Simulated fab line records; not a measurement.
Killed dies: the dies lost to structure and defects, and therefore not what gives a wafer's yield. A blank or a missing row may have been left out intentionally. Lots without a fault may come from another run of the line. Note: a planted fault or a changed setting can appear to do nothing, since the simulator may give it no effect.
fab line records	flow n5Finfet
record lots=24	wafers=72	lastDay=19
route steps=1938 shown BEOL_M8@1389 BEOL_M9@1403
lots that met no fault: from a run of the same line without faults
startH: the number of hours between the record's first day and the start of the first shown wafer of the lot	waitH: hours from the lot's prior step to this one	" repeats the value in the row above	L1.1+2: one row covering several wafers at once	- either no value or no given start	* or withheld: withheld	< > ~ a bound
route shown NAME@n: a module of which the file shows steps, and the number in the route of the first	usual: mean/standard deviation of fault-free wafers	same: alike in all rows	chamber/n: place in a boat	sites: the reading at each site	_std_site: how widely they spread, as a standard deviation	_edge_site: mean of outer sites minus mean of inner sites	radiusMm: how far each site lies from the wafer's centre	mask NAME#n: copy n	behind: tool/chamber where the wafer was last shaped	hold: reason for holding the lot/hours on hold/outcome of the hold	device: the n, p or np transistor that did not switch	end of line: tests run on the same wafers once the route is complete	a step with no rows: only its recipe	killed: dies lost to structure and defects at the first sort, not the wafer's yield	map: a wafer's dies, marking killed ones x, the rest . and places with no die _
set.NAME: setting as actually run; set.NAME@STEP: the setting as run at that earlier step	model.NAME: the simulator's own value behind a step, which no gauge read
a sample of lots followed through the steps of the route, with each step as a table and each wafer as a row
services: a tool's chamber out of use, with start hour (startH, from the record's first day; less than 0 if before it), hours out, and reason
## steps
# step N5_BEOL_M8_ALD_77
# recipe material=TaN	targetThkA=20	tempC=275	aldPrecursorFamily=PDMAT	aldCoReactant=NH3	pressureTorr=3	carrierFlowSccm=1500	pulseTimeS=2	purgeTimeS=3	coReactantPurgeTimeS=2	coReactantPulseTimeS=3	aldCycles=40	precursorVesselTempC=75	precursorVesselPressureTorr=26.25	precursorVesselCarrierSccm=1000
# usual heaterPowerW=429/60	mfcCarrierSccm=1500/4.8
lot.wafer	tool	chamber	startH	waitH	heaterPowerW	mfcCarrierSccm
L074.2	aldMetal-04	2	222.26	0.0	474	1510
L074.4	"	1	"	"	441	1497
L074.5	"	3	"	"	420	1504
L075.1	aldMetal-04	3	226.60	0.2	434	1496
L075.3	"	0	"	"	383	1500
L075.5	"	0	"	"	381	1496
L076.1	aldMetal-04	0	229.43	0.3	387	1508
L076.2	"	3	"	"	420	1499
L076.6	"	2	"	"	476	1507
L078.1	aldMetal-02	0	232.45	0.2	494	1504
L078.2	"	1	"	"	549	1504
L078.6	"	1	"	"	551	1500
L077.2	aldMetal-03	2	238.38	0.0	386	1505
L077.3	"	1	"	"	412	1504
L077.4	"	0	"	"	401	1499
L081.2	aldMetal-02	1	242.62	0.1	547	1497
L081.3	"	2	"	"	410	1501
L081.5	"	0	"	"	495	1502
L080.1	aldMetal-02	0	248.90	0.0	510	1496
L080.2	"	1	"	"	549	1506
L080.6	"	0	"	"	495	1502
L079.3	aldMetal-02	0	249.84	0.1	500	1497
L079.4	"	3	"	"	385	1501
L079.6	"	1	"	"	549	1502
L083.1	aldMetal-02	2	253.13	0.0	412	1499
L083.2	"	3	"	"	375	1500
L083.3	"	1	"	"	540	1499
L082.2	aldMetal-03	1	253.52	0.2	425	1510
L082.5	"	1	"	"	418	1508
L082.6	"	2	"	"	390	1507
L084.1	aldMetal-04	1	271.35	0.0	438	1501
L084.3	"	0	"	"	381	1504
L084.6	"	2	"	"	468	1499
L085.1	aldMetal-04	2	274.37	0.1	474	1499
L085.2	"	3	"	"	419	1501
L085.6	"	2	"	"	469	1498
L086.4	aldMetal-02	1	285.73	0.1	533	1501
L086.5	"	0	"	"	508	1493
L086.6	"	3	"	"	387	1495
L088.2	aldMetal-03	2	289.51	0.1	391	1502
L088.3	"	0	"	"	394	1497
L088.6	"	0	"	"	402	1496
L089.3	aldMetal-03	1	306.44	0.0	419	1492
L089.4	"	3	"	"	333	1499
L089.6	"	0	"	"	400	1505
L092.1	aldMetal-02	0	306.64	0.0	502	1492
L092.4	"	1	"	"	566	1497
L092.5	"	2	"	"	401	1500
L087.1	aldMetal-03	1	306.80	0.0	420	1504
L087.3	"	0	"	"	398	1503
L087.5	"	0	"	"	397	1502
L091.1	aldMetal-04	3	315.62	0.1	416	1500
L091.3	"	1	"	"	448	1505
L091.4	"	0	"	"	394	1504
L090.1	aldMetal-02	3	315.63	0.0	381	1493
L090.4	"	2	"	"	405	1509
L090.6	"	1	"	"	555	1510
L094.2	aldMetal-03	1	316.16	0.0	430	1503
L094.5	"	0	"	"	389	1502
L094.6	"	3	"	"	349	1505
L093.1	aldMetal-03	2	317.46	0.0	386	1506
L093.4	"	0	"	"	391	1501
L093.5	"	0	"	"	392	1501
L095.1	aldMetal-02	3	349.54	0.3	390	1498
L095.3	"	2	"	"	417	1500
L095.4	"	0	"	"	515	1495
L097.1	aldMetal-03	1	355.32	0.0	400	1507
L097.2	"	2	"	"	394	1503
L097.5	"	1	"	"	400	1499
L096.4	aldMetal-04	2	376.18	0.2	460	1506
L096.5	"	3	"	"	429	1495
L096.6	"	0	"	"	391	1497
# step N5_BEOL_M8_ANNEAL_51
# recipe tempC=225	timeS=90	ambient=N2
# usual wafer_temp_C_max=226.0/0.34
lot.wafer	tool	chamber	startH	waitH	wafer_temp_C_max
L074.2	rtpAnneal-01	0	223.26	0.3	225.7
L074.4	"	0	"	"	225.6
L074.5	"	0	"	"	225.7
L075.1	rtpAnneal-02	0	227.96	0.2	226.6
L075.3	"	0	"	"	226.5
L075.5	"	0	"	"	226.5
L076.1	rtpAnneal-01	0	231.92	0.4	226.1
L076.2	"	0	"	"	225.6
L076.6	"	0	"	"	225.5
L078.1	rtpAnneal-01	0	235.10	0.3	225.7
L078.2	"	0	"	"	225.5
L078.6	"	0	"	"	225.7
L077.2	rtpAnneal-01	0	239.14	0.1	226.2
L077.3	"	0	"	"	225.8
L077.4	"	0	"	"	225.8
L081.2	rtpAnneal-01	0	244.51	0.2	225.6
L081.3	"	0	"	"	226.1
L081.5	"	0	"	"	225.9
L080.1	rtpAnneal-01	0	249.61	0.1	225.6
L080.2	"	0	"	"	226.2
L080.6	"	0	"	"	225.7
L079.3	rtpAnneal-02	0	252.45	0.1	226.5
L079.4	"	0	"	"	226.1
L079.6	"	0	"	"	226.3
L083.1	rtpAnneal-01	0	253.87	0.1	225.8
L083.2	"	0	"	"	225.8
L083.3	"	0	"	"	225.8
L082.2	rtpAnneal-02	0	255.96	0.1	226.3
L082.5	"	0	"	"	226.9
L082.6	"	0	"	"	225.8
L084.1	rtpAnneal-01	0	272.10	0.1	225.5
L084.3	"	0	"	"	225.7
L084.6	"	0	"	"	225.8
L085.1	rtpAnneal-01	0	275.31	0.1	225.8
L085.2	"	0	"	"	225.6
L085.6	"	0	"	"	225.5
L086.4	rtpAnneal-01	0	286.60	0.2	225.8
L086.5	"	0	"	"	225.7
L086.6	"	0	"	"	225.8
L088.2	rtpAnneal-01	0	290.33	0.1	225.9
L088.3	"	0	"	"	226.0
L088.6	"	0	"	"	225.8
L089.3	rtpAnneal-01	0	307.56	0.1	225.6
L089.4	"	0	"	"	225.9
L089.6	"	0	"	"	225.5
L092.1	rtpAnneal-01	0	307.74	0.2	225.9
L092.4	"	0	"	"	225.8
L092.5	"	0	"	"	225.9
L087.1	rtpAnneal-01	0	308.19	0.1	225.8
L087.3	"	0	"	"	226.1
L087.5	"	0	"	"	225.8
L091.1	rtpAnneal-02	0	316.44	0.1	225.8
L091.3	"	0	"	"	226.2
L091.4	"	0	"	"	226.1
L090.1	rtpAnneal-01	0	316.65	0.2	226.1
L090.4	"	0	"	"	226.1
L090.6	"	0	"	"	226.3
L094.2	rtpAnneal-02	0	317.35	0.1	226.6
L094.5	"	0	"	"	226.2
L094.6	"	0	"	"	226.2
L093.1	rtpAnneal-02	0	319.79	0.1	226.0
L093.4	"	0	"	"	226.0
L093.5	"	0	"	"	226.5
L095.1	rtpAnneal-01	0	352.15	0.1	225.5
L095.3	"	0	"	"	225.8
L095.4	"	0	"	"	225.5
L097.1	rtpAnneal-02	0	358.10	0.4	225.9
L097.2	"	0	"	"	226.0
L097.5	"	0	"	"	226.4
L096.4	rtpAnneal-02	0	377.07	0.2	226.7
L096.5	"	0	"	"	226.1
L096.6	"	0	"	"	225.9
# step N5_BEOL_M9_THK_MEAS_01
# recipe reads=SiCOH_lowk_of_BEOL_M9_ILD_DEP_00
# usual M9_ILD_THK=267/3.9
lot.wafer	tool	chamber	startH	waitH	M9_ILD_THK[nm]
L074.2	filmMetro-01	-	225.07	0.7	267
L074.4	"	-	"	"	266
L074.5	"	-	"	"	270
L075.1	filmMetro-02	-	229.39	0.4	265
L075.3	"	-	"	"	267
L075.5	"	-	"	"	270
L076.1	filmMetro-01	-	233.34	0.4	264
L076.2	"	-	"	"	268
L076.6	"	-	"	"	268
L078.1	filmMetro-01	-	236.49	0.4	267
L078.2	"	-	"	"	272
L078.6	"	-	"	"	275
L077.2	filmMetro-01	-	240.51	0.4	270
L077.3	"	-	"	"	268
L077.4	"	-	"	"	274
L081.2	filmMetro-02	-	245.89	0.4	261
L081.3	"	-	"	"	268
L081.5	"	-	"	"	265
L080.1	filmMetro-02	-	251.02	0.4	264
L080.2	"	-	"	"	265
L080.6	"	-	"	"	265
L079.3	filmMetro-02	-	253.74	0.3	269
L079.4	"	-	"	"	275
L079.6	"	-	"	"	270
L083.1	filmMetro-02	-	255.26	0.4	267
L083.2	"	-	"	"	259
L083.3	"	-	"	"	263
L082.2	filmMetro-01	-	257.29	0.4	268
L082.5	"	-	"	"	275
L082.6	"	-	"	"	272
L084.1	filmMetro-01	-	273.47	0.4	270
L084.3	"	-	"	"	263
L084.6	"	-	"	"	275
L085.1	filmMetro-02	-	276.70	0.4	266
L085.2	"	-	"	"	266
L085.6	"	-	"	"	271
L086.4	filmMetro-02	-	287.87	0.2	266
L086.5	"	-	"	"	270
L086.6	"	-	"	"	268
L088.2	filmMetro-02	-	291.66	0.4	262
L088.3	"	-	"	"	264
L088.6	"	-	"	"	268
L089.3	filmMetro-01	-	308.85	0.3	263
L089.4	"	-	"	"	276
L089.6	"	-	"	"	268
L092.1	filmMetro-02	-	309.11	0.4	268
L092.4	"	-	"	"	267
L092.5	"	-	"	"	271
L087.1	filmMetro-02	-	309.57	0.4	266
L087.3	"	-	"	"	262
L087.5	"	-	"	"	266
L091.1	filmMetro-01	-	317.86	0.4	263
L091.3	"	-	"	"	267
L091.4	"	-	"	"	268
L090.1	filmMetro-01	-	318.07	0.4	263
L090.4	"	-	"	"	267
L090.6	"	-	"	"	265
L094.2	filmMetro-01	-	318.70	0.4	269
L094.5	"	-	"	"	270
L094.6	"	-	"	"	270
L093.1	filmMetro-01	-	321.17	0.4	263
L093.4	"	-	"	"	279
L093.5	"	-	"	"	271
L095.1	filmMetro-02	-	353.57	0.4	262
L095.3	"	-	"	"	266
L095.4	"	-	"	"	265
L097.1	filmMetro-02	-	359.69	0.6	266
L097.2	"	-	"	"	268
L097.5	"	-	"	"	269
L096.4	filmMetro-02	-	378.31	0.2	268
L096.5	"	-	"	"	269
L096.6	"	-	"	"	271
# step N5_BEOL_M9_STRIP_67
# recipe chemistry=CF4	resist=SiARC	powerW=300	biasPowerW=75	pressureMtorr=50	cf4FlowSccm=150	rfFrequencyHz=6e+07
# usual drypumpMotorCurrentA=5.5/0.5	oesProductAu=0.82/0.087	rfVppV=271.6/1.5	showerheadPlenumPTorr=1.81/0.054	throttleValvePct=13.5/0.31
lot.wafer	tool	chamber	startH	waitH	drypumpMotorCurrentA	oesProductAu	rfHoursCounterH	rfVppV	showerheadPlenumPTorr	throttleValvePct
L074.2	rieDiel-04	3	226.86	0.0	5.0	0.87	41	272.5	1.80	13.0
L074.4	"	1	"	"	6.2	0.68	244	268.1	1.72	14.0
L074.5	"	3	"	"	5.0	0.87	-	270.9	1.80	13.0
L075.1	rieDiel-04	1	232.42	0.0	6.2	0.68	245	269.1	1.72	14.0
L075.3	"	3	"	"	5.0	0.86	42	272.6	1.80	13.0
L075.5	"	2	"	"	4.9	0.80	-	272.9	1.80	13.5
L076.1	rieDiel-05	1	235.44	0.0	5.5	0.69	228	268.9	1.76	13.7
L076.2	"	2	"	"	5.7	0.90	36	270.2	1.75	13.2
L076.6	"	1	"	"	5.5	0.69	-	269.4	1.76	13.7
L078.1	rieDiel-02	1	238.49	0.0	5.8	0.71	197	271.5	1.85	13.9
L078.2	"	3	"	"	5.4	0.86	51	273.2	1.90	13.4
L078.6	"	0	"	"	6.0	0.74	-	271.8	1.79	13.8
L077.2	rieDiel-04	0	242.32	0.0	5.2	0.91	27	273.1	1.89	13.0
L077.3	"	2	"	"	4.9	0.79	104	272.9	1.80	13.5
L077.4	"	1	"	"	6.2	0.67	248	268.0	1.72	14.0
L081.2	rieDiel-02	2	247.53	0.0	5.6	0.95	6	271.1	1.78	13.6
L081.3	"	3	"	"	5.4	0.86	53	272.9	1.90	13.4
L081.5	"	2	"	"	5.6	0.95	-	270.2	1.78	13.5
L080.1	rieDiel-04	1	253.36	0.0	6.2	0.67	250	269.7	1.72	14.0
L080.2	"	3	"	"	5.0	0.86	48	270.7	1.79	13.0
L080.6	"	3	"	"	5.0	0.86	-	270.8	1.79	13.0
L079.3	rieDiel-04	2	257.03	0.0	4.9	0.78	108	270.7	1.80	13.5
L079.4	"	0	"	"	5.3	0.90	-	274.3	1.89	13.0
L079.6	"	3	"	"	5.0	0.86	-	271.2	1.79	13.0
L083.1	rieDiel-04	2	257.32	0.0	4.9	0.79	109	270.8	1.80	13.5
L083.2	"	3	"	"	5.0	0.86	50	269.7	1.79	13.0
L083.3	"	0	"	"	5.3	0.90	31	273.2	1.89	13.0
L082.2	rieDiel-04	0	260.16	0.0	5.3	0.89	33	274.2	1.89	13.0
L082.5	"	0	"	"	5.3	0.90	-	273.3	1.89	13.0
L082.6	"	2	"	"	4.9	0.79	-	270.1	1.80	13.5
L084.1	rieDiel-05	1	274.80	0.0	5.5	0.68	240	270.9	1.76	13.7
L084.3	"	2	"	"	5.8	0.88	47	271.2	1.74	13.2
L084.6	"	1	"	"	5.5	0.68	-	271.2	1.76	13.7
L085.1	rieDiel-02	2	280.99	0.0	5.7	0.93	11	270.1	1.78	13.6
L085.2	"	3	"	"	5.4	0.85	66	272.6	1.89	13.4
L085.6	"	3	"	"	5.4	0.84	-	274.1	1.89	13.4
L086.4	rieDiel-04	3	290.03	0.0	5.0	0.84	63	272.1	1.79	13.0
L086.5	"	2	"	"	4.9	0.78	-	271.0	1.79	13.5
L086.6	"	1	"	"	6.2	0.98	-	274.4	1.93	13.5
L088.2	rieDiel-05	2	296.16	0.0	5.7	0.87	54	269.2	1.74	13.3
L088.3	"	3	"	"	5.2	0.92	14	271.2	1.77	13.5
L088.6	"	1	"	"	5.5	0.68	-	270.5	1.76	13.8
L089.3	rieDiel-05	2	310.52	0.0	5.7	0.87	59	270.0	1.74	13.3
L089.4	"	3	"	"	5.2	0.91	-	270.2	1.77	13.5
L089.6	"	2	"	"	5.7	0.86	-	269.0	1.74	13.3
L092.1	rieDiel-05	2	311.02	0.0	5.8	0.86	59	269.8	1.74	13.2
L092.4	"	2	"	"	5.8	0.86	-	270.3	1.74	13.3
L092.5	"	3	"	"	5.3	0.92	-	269.7	1.77	13.5
L087.1	rieDiel-05	3	311.27	0.0	5.3	0.91	19	270.9	1.77	13.5
L087.3	"	2	"	"	5.7	0.86	59	270.1	1.74	13.3
L087.5	"	3	"	"	5.3	0.90	-	269.1	1.77	13.6
L091.1	rieDiel-04	3	320.17	0.0	5.0	0.83	72	272.1	1.79	13.1
L091.3	"	1	"	"	6.2	0.95	17	272.4	1.92	13.5
L091.4	"	2	"	"	4.9	0.77	131	270.9	1.79	13.6
L090.1	rieDiel-02	1	320.33	0.0	5.8	0.70	223	273.0	1.84	13.9
L090.4	"	2	"	"	5.7	0.90	22	270.7	1.77	13.6
L090.6	"	0	"	"	6.0	0.71	-	270.6	1.78	13.9
L094.2	rieDiel-04	1	320.69	0.0	6.2	0.95	17	273.4	1.92	13.5
L094.5	"	3	"	"	5.0	0.83	-	271.7	1.79	13.1
L094.6	"	2	"	"	4.9	0.77	-	270.8	1.79	13.6
L093.1	rieDiel-04	2	326.03	0.0	4.9	0.77	133	271.1	1.79	13.6
L093.4	"	0	"	"	5.3	0.87	51	272.4	1.89	13.1
L093.5	"	1	"	"	6.2	0.94	-	273.3	1.92	13.5
L095.1	rieDiel-05	0	355.55	0.0	6.4	0.68	247	272.9	1.81	13.9
L095.3	"	2	"	"	5.7	0.84	74	270.7	1.74	13.3
L095.4	"	1	"	"	5.5	0.95	7	270.1	1.76	13.3
L097.1	rieDiel-04	2	362.09	0.0	4.9	0.76	144	271.7	1.79	13.6
L097.2	"	0	"	"	5.3	0.84	63	273.7	1.88	13.1
L097.5	"	2	"	"	4.9	0.76	-	270.8	1.79	13.6
L096.4	rieDiel-02	1	380.76	0.0	5.9	0.69	239	272.3	1.84	13.9
L096.5	"	3	"	"	5.4	0.81	-	271.7	1.88	13.5
L096.6	"	0	"	"	6.0	0.71	-	269.9	1.78	13.9
# step N5_BEOL_M9_DESCUM_33
# recipe chemistry=O2	timeS=7	sourcePowerW=50	biasPowerW=20	pressureMtorr=20	rfFrequencyHz=2.712e+07	tempC=40	resist=CAR-EUV	o2FlowSccm=225
# usual drypumpMotorCurrentA=5.6/0.47	oesProductAu=0.81/0.1	rfVppV=243.4/1.4	showerheadPlenumPTorr=2.12/0.074	throttleValvePct=20.4/0.31
lot.wafer	tool	chamber	startH	waitH	drypumpMotorCurrentA	oesProductAu	rfHoursCounterH	rfVppV	showerheadPlenumPTorr	throttleValvePct
L074.2	rieDiel-02	2	227.80	0.1	5.7	0.99	1	242.4	2.09	20.6
L074.4	"	3	"	"	5.4	0.86	48	245.6	2.23	20.3
L074.5	"	1	"	"	5.8	0.71	-	245.6	2.16	20.6
L075.1	rieDiel-04	0	233.72	0.0	5.3	0.89	25	245.0	2.25	20.2
L075.3	"	1	"	"	6.2	0.68	245	240.7	1.99	20.8
L075.5	"	3	"	"	5.0	0.87	-	243.2	2.09	19.7
L076.1	rieDiel-02	1	237.30	0.0	5.9	0.71	197	244.3	2.16	20.6
L076.2	"	0	"	"	6.0	0.73	205	242.2	2.07	20.6
L076.6	"	2	"	"	5.7	0.98	-	242.2	2.09	20.6
L078.1	rieDiel-05	2	239.19	0.0	5.8	0.88	37	242.6	2.02	20.0
L078.2	"	1	"	"	5.5	0.67	229	243.4	2.05	20.4
L078.6	"	1	"	"	5.6	0.68	-	244.6	2.05	20.4
L077.2	rieDiel-05	2	243.25	0.1	5.8	0.89	39	241.6	2.02	20.0
L077.3	"	0	"	"	6.5	0.69	211	244.4	2.16	20.8
L077.4	"	2	"	"	5.8	0.88	-	241.9	2.02	20.0
L081.2	rieDiel-04	0	248.57	0.0	5.3	0.88	28	244.9	2.25	20.2
L081.3	"	1	"	"	6.2	0.67	249	242.2	1.99	20.8
L081.5	"	2	"	"	4.9	0.80	-	244.3	2.14	20.5
L080.1	rieDiel-05	1	255.90	0.3	5.5	0.68	234	242.3	2.05	20.4
L080.2	"	3	"	"	5.3	0.98	2	242.1	2.08	20.6
L080.6	"	1	"	"	5.5	0.67	-	241.9	2.05	20.4
L079.3	rieDiel-04	2	258.30	0.0	4.9	0.79	109	244.0	2.13	20.5
L079.4	"	3	"	"	5.0	0.85	-	244.1	2.09	19.7
L079.6	"	0	"	"	5.3	0.87	-	244.4	2.25	20.2
L083.1	rieDiel-05	0	258.34	0.0	6.4	0.68	215	244.1	2.15	20.8
L083.2	"	2	"	"	5.8	0.87	42	241.5	2.02	20.0
L083.3	"	3	"	"	5.3	0.97	3	241.7	2.08	20.6
L082.2	rieDiel-05	3	262.14	0.0	5.2	0.97	4	243.2	2.08	20.6
L082.5	"	3	"	"	5.3	0.96	-	243.2	2.08	20.6
L082.6	"	2	"	"	5.8	0.88	-	240.3	2.02	20.0
L084.1	rieDiel-05	1	279.62	0.0	5.5	0.67	241	242.8	2.04	20.4
L084.3	"	0	"	"	6.4	0.68	222	243.9	2.15	20.8
L084.6	"	0	"	"	6.5	0.68	-	241.6	2.15	20.8
L085.1	rieDiel-04	1	281.81	0.1	6.2	1.01	4	244.8	2.26	20.6
L085.2	"	2	"	"	4.9	0.78	118	243.5	2.13	20.5
L085.6	"	2	"	"	4.9	0.78	-	243.3	2.13	20.5
L086.4	rieDiel-05	2	294.39	0.0	5.7	0.86	53	242.4	2.02	20.0
L086.5	"	2	"	"	5.8	0.85	-	240.3	2.02	20.0
L086.6	"	1	"	"	5.5	0.67	-	244.1	2.04	20.4
L088.2	rieDiel-04	3	297.39	0.1	5.0	0.83	65	243.6	2.09	19.7
L088.3	"	0	"	"	5.3	0.87	43	245.3	2.25	20.2
L088.6	"	0	"	"	5.3	0.87	-	245.7	2.25	20.2
L089.3	rieDiel-02	3	313.13	0.0	5.4	0.83	74	244.9	2.22	20.3
L089.4	"	2	"	"	5.6	0.90	20	242.3	2.08	20.7
L089.6	"	3	"	"	5.4	0.83	-	246.7	2.22	20.3
L092.1	rieDiel-02	1	313.55	0.3	5.8	0.69	221	243.8	2.15	20.7
L092.4	"	3	"	"	5.4	0.82	74	244.8	2.22	20.3
L092.5	"	1	"	"	5.8	0.69	-	245.0	2.15	20.7
L087.1	rieDiel-02	2	313.98	0.6	5.7	0.90	20	241.5	2.08	20.7
L087.3	"	0	"	"	6.1	0.71	229	243.2	2.07	20.7
L087.5	"	2	"	"	5.7	0.91	-	241.1	2.08	20.7
L090.1	rieDiel-02	2	324.79	0.0	5.6	0.90	24	242.8	2.08	20.7
L090.4	"	3	"	"	5.4	0.83	78	244.8	2.22	20.3
L090.6	"	2	"	"	5.6	0.90	-	242.0	2.08	20.7
L091.1	rieDiel-05	0	324.95	0.0	6.5	0.67	237	243.4	2.15	20.8
L091.3	"	3	"	"	5.2	0.90	23	243.9	2.07	20.6
L091.4	"	3	"	"	5.2	0.91	-	241.9	2.07	20.6
L094.2	rieDiel-02	2	325.21	0.1	5.7	0.89	24	242.1	2.08	20.7
L094.5	"	0	"	"	6.0	0.71	-	241.7	2.07	20.7
L094.6	"	3	"	"	5.4	0.83	-	246.3	2.22	20.3
L093.1	rieDiel-04	1	326.77	0.1	6.2	0.94	19	245.6	2.25	20.6
L093.4	"	3	"	"	5.0	0.82	75	243.0	2.08	19.8
L093.5	"	2	"	"	4.9	0.77	-	243.4	2.13	20.6
L095.1	rieDiel-04	3	357.88	0.4	5.0	0.81	83	242.9	2.08	19.8
L095.3	"	2	"	"	4.9	0.76	142	243.1	2.12	20.6
L095.4	"	1	"	"	6.2	0.92	29	244.4	2.25	20.6
L097.1	rieDiel-04	0	363.39	0.0	5.3	0.84	63	244.4	2.24	20.3
L097.2	"	1	"	"	6.2	0.92	31	246.0	2.25	20.6
L097.5	"	3	"	"	5.0	0.81	-	243.3	2.08	19.8
L096.4	rieDiel-05	0	382.70	0.2	6.5	1.05	0	244.0	2.14	20.3
L096.5	"	0	"	"	6.5	1.03	-	243.2	2.14	20.3
L096.6	"	1	"	"	5.5	0.94	-	243.1	2.03	20.2
# step N5_BEOL_M9_STRIP_80
# recipe chemistry=N2/H2	timeS=10	powerW=450	tempC=40	pressureMtorr=20	rfFrequencyHz=6e+07	biasPowerW=7	n2FlowSccm=200	h2FlowSccm=200
# usual drypumpMotorCurrentA=5.6/0.47	oesProductAu=0.81/0.1	rfVppV=59.3/0.86	showerheadPlenumPTorr=2.57/0.077	throttleValvePct=23.7/0.37
lot.wafer	tool	chamber	startH	waitH	drypumpMotorCurrentA	oesProductAu	rfHoursCounterH	rfVppV	showerheadPlenumPTorr	throttleValvePct
L074.2	rieDiel-02	2	-	-	5.7	0.98	1	60.3	2.50	23.7
L074.4	"	3	"	"	5.4	0.86	48	59.8	2.71	23.7
L074.5	"	1	"	"	5.8	0.71	-	60.8	2.65	24.2
L075.1	rieDiel-04	0	-	-	5.2	0.90	25	59.7	2.67	23.0
L075.3	"	1	"	"	6.2	0.68	246	59.8	2.40	24.0
L075.5	"	3	"	"	5.0	0.87	-	59.7	2.58	23.2
L076.1	rieDiel-02	1	-	-	5.8	0.70	197	60.1	2.64	24.2
L076.2	"	0	"	"	6.0	0.73	205	59.6	2.51	23.9
L076.6	"	2	"	"	5.7	0.98	-	58.7	2.50	23.7
L078.1	rieDiel-05	2	-	-	5.8	0.89	37	59.5	2.48	23.3
L078.2	"	1	"	"	5.5	0.68	229	59.2	2.53	23.9
L078.6	"	1	"	"	5.5	0.68	-	59.3	2.53	23.9
L077.2	rieDiel-05	2	-	-	5.8	0.88	39	58.6	2.48	23.3
L077.3	"	0	"	"	6.5	0.69	211	59.6	2.61	24.1
L077.4	"	2	"	"	5.7	0.88	-	59.0	2.48	23.3
L081.2	rieDiel-04	0	-	-	5.3	0.88	28	60.1	2.67	23.0
L081.3	"	1	"	"	6.2	0.67	249	59.4	2.40	24.0
L081.5	"	2	"	"	4.9	0.79	-	58.8	2.56	23.4
L080.1	rieDiel-05	1	-	-	5.5	0.69	234	60.2	2.53	23.9
L080.2	"	3	"	"	5.3	0.98	2	57.5	2.52	24.0
L080.6	"	1	"	"	5.5	0.68	-	58.1	2.53	23.9
L079.3	rieDiel-04	2	-	-	5.0	0.79	109	59.3	2.56	23.4
L079.4	"	3	"	"	5.0	0.85	-	60.2	2.58	23.2
L079.6	"	0	"	"	5.3	0.87	-	59.3	2.67	23.0
L083.1	rieDiel-05	0	-	-	6.5	0.69	216	60.0	2.60	24.0
L083.2	"	2	"	"	5.8	0.87	43	58.3	2.48	23.3
L083.3	"	3	"	"	5.3	0.97	3	58.7	2.51	24.0
L082.2	rieDiel-05	3	-	-	5.3	0.98	4	59.0	2.51	24.0
L082.5	"	3	"	"	5.3	0.97	-	60.2	2.51	24.0
L082.6	"	2	"	"	5.8	0.87	-	57.9	2.48	23.3
L084.1	rieDiel-05	1	-	-	5.5	0.68	241	58.1	2.52	23.9
L084.3	"	0	"	"	6.5	0.68	222	59.9	2.60	24.1
L084.6	"	0	"	"	6.5	0.69	-	57.9	2.60	24.1
L085.1	rieDiel-04	1	-	-	6.2	1.00	4	58.5	2.72	24.0
L085.2	"	2	"	"	4.9	0.78	119	59.5	2.56	23.4
L085.6	"	2	"	"	4.9	0.77	-	59.4	2.56	23.4
L086.4	rieDiel-05	2	-	-	5.8	0.87	53	59.0	2.48	23.4
L086.5	"	2	"	"	5.8	0.86	-	60.3	2.48	23.4
L086.6	"	1	"	"	5.6	0.67	-	58.3	2.52	23.9
L088.2	rieDiel-04	3	-	-	5.0	0.84	65	58.2	2.57	23.2
L088.3	"	0	"	"	5.3	0.88	43	60.5	2.66	23.0
L088.6	"	0	"	"	5.3	0.87	-	59.1	2.66	23.0
L089.3	rieDiel-02	3	-	-	5.4	0.83	74	59.2	2.70	23.8
L089.4	"	2	"	"	5.7	0.91	20	58.7	2.49	23.7
L089.6	"	3	"	"	5.4	0.83	-	60.1	2.70	23.8
L092.1	rieDiel-02	1	-	-	5.8	0.69	221	61.0	2.63	24.3
L092.4	"	3	"	"	5.4	0.82	75	59.3	2.70	23.7
L092.5	"	1	"	"	5.9	0.69	-	59.6	2.63	24.3
L087.1	rieDiel-02	2	-	-	5.7	0.90	21	59.5	2.49	23.7
L087.3	"	0	"	"	6.0	0.70	229	58.1	2.50	24.0
L087.5	"	2	"	"	5.7	0.90	-	57.3	2.49	23.7
L090.1	rieDiel-02	2	-	-	5.7	0.91	24	58.9	2.49	23.7
L090.4	"	3	"	"	5.4	0.83	78	59.5	2.70	23.8
L090.6	"	2	"	"	5.7	0.89	-	58.3	2.49	23.7
L091.1	rieDiel-05	0	-	-	6.5	0.67	237	58.9	2.59	24.1
L091.3	"	3	"	"	5.3	0.90	23	58.5	2.51	24.1
L091.4	"	3	"	"	5.3	0.89	-	60.5	2.51	24.1
L094.2	rieDiel-02	2	-	-	5.6	0.89	24	61.0	2.49	23.7
L094.5	"	0	"	"	6.1	0.70	-	59.4	2.50	24.0
L094.6	"	3	"	"	5.4	0.82	-	58.5	2.70	23.8
L093.1	rieDiel-04	1	-	-	6.2	0.93	20	59.0	2.71	24.0
L093.4	"	3	"	"	5.0	0.82	75	59.0	2.57	23.2
L093.5	"	2	"	"	5.0	0.76	-	58.5	2.55	23.4
L095.1	rieDiel-04	3	-	-	5.0	0.81	84	60.5	2.56	23.3
L095.3	"	2	"	"	4.9	0.75	142	58.7	2.55	23.4
L095.4	"	1	"	"	6.2	0.93	29	60.4	2.71	24.0
L097.1	rieDiel-04	0	-	-	5.3	0.84	63	60.6	2.66	23.0
L097.2	"	1	"	"	6.2	0.92	31	60.2	2.70	24.0
L097.5	"	3	"	"	5.0	0.80	-	57.8	2.56	23.3
L096.4	rieDiel-05	0	-	-	6.5	1.03	0	59.4	2.59	23.6
L096.5	"	0	"	"	6.5	1.04	-	58.4	2.59	23.6
L096.6	"	1	"	"	5.5	0.94	-	58.7	2.51	23.8
## services
tool	chamber	startH	hours	kind
aldMetal-03	3	207.26	9.5	repair
rtpAnneal-02	-	220.97	2.9	pm
aldMetal-03	-	221.99	3.6	repair
rieDiel-05	3	222.62	-	clean
rieDiel-05	3	222.62	-	consumableReplace:focusRing
rieDiel-05	3	222.62	24.3	scheduledDown
rieDiel-05	3	222.62	24.3	ventCycle
rieDiel-05	-	229.87	0.2	repair
aldMetal-03	-	246.47	1.1	repair
rieDiel-04	1	253.38	-	clean
rieDiel-04	1	253.38	-	consumableReplace:focusRing
rieDiel-04	1	253.38	-	consumableReplace:showerhead
rieDiel-04	1	253.38	17.5	scheduledDown
rieDiel-04	1	253.38	17.5	ventCycle
rieDiel-02	2	266.68	5.1	repair
aldMetal-03	0	285.63	2.0	repair
rtpAnneal-01	-	290.55	5.1	pm
rieDiel-05	-	319.34	2.8	pm
rieDiel-04	0	324.21	1.2	repair
rieDiel-02	-	330.92	3.4	repair
aldMetal-03	-	337.43	14.0	pm
aldMetal-04	-	338.55	1.0	repair
aldMetal-04	1	359.88	18.0	repair
aldMetal-03	-	368.16	2.8	pm
## key
fault none
